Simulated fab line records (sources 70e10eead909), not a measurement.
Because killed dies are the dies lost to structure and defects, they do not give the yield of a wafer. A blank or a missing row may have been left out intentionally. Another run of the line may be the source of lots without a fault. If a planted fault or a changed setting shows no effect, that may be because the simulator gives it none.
Chamber matching    flow nand-harc    NHARC_P_CONTACT_DESCUM_17 on rie-diel-05: 4 sister chambers
The step chemistry O2, time 3 s. 14 wafers are shown with their chamber, then 7 later ones without.

## WAFERS WITH THEIR CHAMBER
wafer   chamber  showerhead-plenum-p-Torr (Torr)  throttle-valve-pct (%)  rf-vpp-V (V)
L569.1  0        1.97                             11.322                  58.6
L569.4  3        1.80                             11.301                  57.1
L569.6  1        1.87                             11.314                  57.7
L575.2  0        1.96                             11.319                  56.9
L575.3  1        1.87                             11.323                  55.7
L575.5  0        1.97                             11.315                  57.2
L576.1  3        1.80                             11.305                  56.4
L576.2  0        1.97                             11.301                  57.6
L576.6  3        1.80                             11.318                  58.9
L577.2  3        1.80                             11.315                  57.4
L577.3  2        1.80                             11.299                  57.7
L577.5  0        1.96                             11.316                  57.1
L578.4  3        1.80                             11.314                  56.8
L578.5  0        1.96                             11.303                  57.6

SIGNATURES, as means of the wafers listed above
reading                   chamber 0  chamber 1  chamber 2  chamber 3  scatter within a chamber
showerhead-plenum-p-Torr  1.9650     1.8700     1.8000     1.8000     0.00387
throttle-valve-pct        11.31267   11.31850   11.29900   11.31060   0.00789
rf-vpp-V                  57.500     56.700     57.700     57.320     0.866
Rule: for each reading, subtract the chamber's mean from the wafer's reading, divide by that reading's scatter and square the result; add these up over the readings and take the root, which gives the wafer's distance from the chamber. If the next closest chamber is less than 2 further off than the closest, the wafer can't be placed; otherwise it belongs to the closest. The scatter: the root of (the sum of the squares of (reading less its chamber's mean) over the shown wafers, divided by (wafers less chambers)).

## WAFERS MISSING THEIR CHAMBER
wafer   showerhead-plenum-p-Torr (Torr)  throttle-valve-pct (%)  rf-vpp-V (V)
L578.6  1.87                             11.302                  57.1
L580.1  1.79                             11.304                  56.6
L580.3  1.87                             11.301                  58.6
L580.4  1.96                             11.311                  58.5
L582.2  1.79                             11.312                  57.7
L582.5  1.96                             11.321                  59.6
L582.6  1.87                             11.301                  57.1

## EACH ONE'S CHAMBER
wafer   from the rows above      in truth
L578.6  1                        1
L580.1  can't be placed: 3 or 2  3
L580.3  1                        1
L580.4  0                        0
L582.2  can't be placed: 3 or 2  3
L582.5  0                        0
L582.6  1                        1
Placed correctly: 5 of 7. Unplaceable from these rows: 2, with the true chamber sitting among the candidates in 2. 0 placed wrongly.
